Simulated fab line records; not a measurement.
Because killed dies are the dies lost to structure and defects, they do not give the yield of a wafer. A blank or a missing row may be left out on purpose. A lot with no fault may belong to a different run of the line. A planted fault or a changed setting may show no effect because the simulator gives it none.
Comparing a struck lot with a sound one / flow n5-finfet / 15 steps out of a route of 1938
Sound: these wafers, L491.2, L491.3, L491.6. Wafers struck: L499.1, L499.2, L499.3. At the end, the cause is stated.
Per side, at each step with rows, come the tool, then ch with its chambers, and then its first start. Under that, the readings that differ: sound wafers / struck wafers / difference of the means / sigmas: that difference in standard deviations of wafers without a fault.
alike: readings whose means differ by less than 2 such deviations, and words and numbers that are the same on both sides. not compared: withheld readings, readings that some wafer has no value for, bounds like >300 that may hide the same value, and numbers for which the record gives no deviation and whose values overlap.
Wherever a step has rows on one side only, a row that says differs or no value, or a row with sigmas, the two part there. When numbers do not overlap yet have no deviation, they are printed without sigmas and do not part them. A reading that every wafer of one side lacks parts them only if that side has two wafers or more.

first, 2 steps without rows for these wafers: N5_PASSIVATION_DEVELOP_29 (develop time 60 s); N5_PASSIVATION_HARDBAKE_31 (time 120 s).
N5_PASSIVATION_CD_MEAS_30: target cd 4000 nm.
  sound on cd-sem-01 ch 0, day 15 00:59; struck on cd-sem-02 ch 0, day 16 23:37
  alike: cd-nm
N5_PASSIVATION_OVL_MEAS_63:
  sound on overlay-01 ch 0, day 15 01:01; struck on overlay-01 ch 0, day 16 23:38
  alike: PAD_OVL
N5_PASSIVATION_INSPECT_64: inspects for defects (macro).
  sound on defect-inspect-02 at day 15 01:02; struck on defect-inspect-01 at day 16 23:40
  alike: raw-defect-count
N5_PASSIVATION_DESCUM_32: chemistry O2, time 7.9 s.
  sound on rie-diel-05 ch 1,2,3, day 15 12:16; struck on rie-diel-05 ch 0,2,3, day 16 23:42
  alike: drypump-motor-current-A, oes-product-au, rf-vpp-V, showerhead-plenum-p-Torr, throttle-valve-pct
  not compared: rf-hours-counter-h
N5_PASSIVATION_AL_ETCH_33: etches Al in Cl2/BCl3, stops on TaN, target depth 2800 nm, time 466.7 s.
  sound on rie-metal-03 ch 0,1, day 15 12:27; struck on rie-metal-03 ch 0,1, day 16 23:47
  alike: drypump-motor-current-A, oes-product-au, throttle-valve-pct
  not compared: rf-hours-counter-h
N5_PASSIVATION_ETCH_59: etches TaN in Cl2/BCl3, target depth 65 nm, time 34.9 s.
  sound on rie-metal-03 ch 0,1, day 15 12:51; struck on rie-metal-03 ch 0,1, day 17 00:11
  alike: drypump-motor-current-A, oes-product-au, throttle-valve-pct
  not compared: rf-hours-counter-h
N5_PASSIVATION_STRIP_34: strips in O2.
  sound on rie-diel-04 ch 0,2,3, day 15 13:05; struck on rie-diel-04 ch 0,1,3, day 17 00:25
  alike: drypump-motor-current-A, oes-product-au, rf-vpp-V, showerhead-plenum-p-Torr, throttle-valve-pct
  not compared: rf-hours-counter-h
then, 3 steps without rows for these wafers: N5_PASSIVATION_STRIP_51 (strips in post etch residue remover, time 1200 s); N5_PASSIVATION_CLEAN_69 (cleans in IPA, time 180 s); N5_PASSIVATION_SRD_70 (time 30 s).
N5_PASSIVATION_PECVD_53: deposits SiO2 from TEOS/O2, target thk 800 nm, time 169.4 s.
  sound on pecvd-02 ch 0,1,2, day 15 13:35; struck on pecvd-04 ch 0,2, day 17 00:55
reading=susceptor-temp-C (C); sound=400.14 400.23 400.03; struck=393.11 392.35 392.57; difference=-7.46; sigmas=-34
reading=model.SiO2_of_PASSIVATION_PECVD_53.thk-nm (nm); sound=773.2 786.2 811.6; struck=829.4 831 848.2; difference=+45.9; sigmas=
N5_PASSIVATION_PECVD_35: deposits SiNx from SiH4/NH3/N2, target thk 700 nm, time 151.3 s.
  sound on pecvd-02 ch 0,1,2, day 15 13:42; struck on pecvd-04 ch 0,2, day 17 01:05
  alike: heater-power-w, showerhead-plenum-p-Torr, susceptor-temp-C, throttle-valve-pct
N5_PASSIVATION_PROBE_49:
  rows exist in the record for the struck wafers here (prober-01, day 17 05:01), but not for the sound ones

WHERE THEY PART
Last at N5_PASSIVATION_PROBE_49 as far as this record goes, first at N5_PASSIVATION_PECVD_53.

WHY: the cause the simulator had injected
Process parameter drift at N5_PASSIVATION_PECVD_53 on pecvd-04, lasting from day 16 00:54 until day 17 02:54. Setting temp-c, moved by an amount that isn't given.
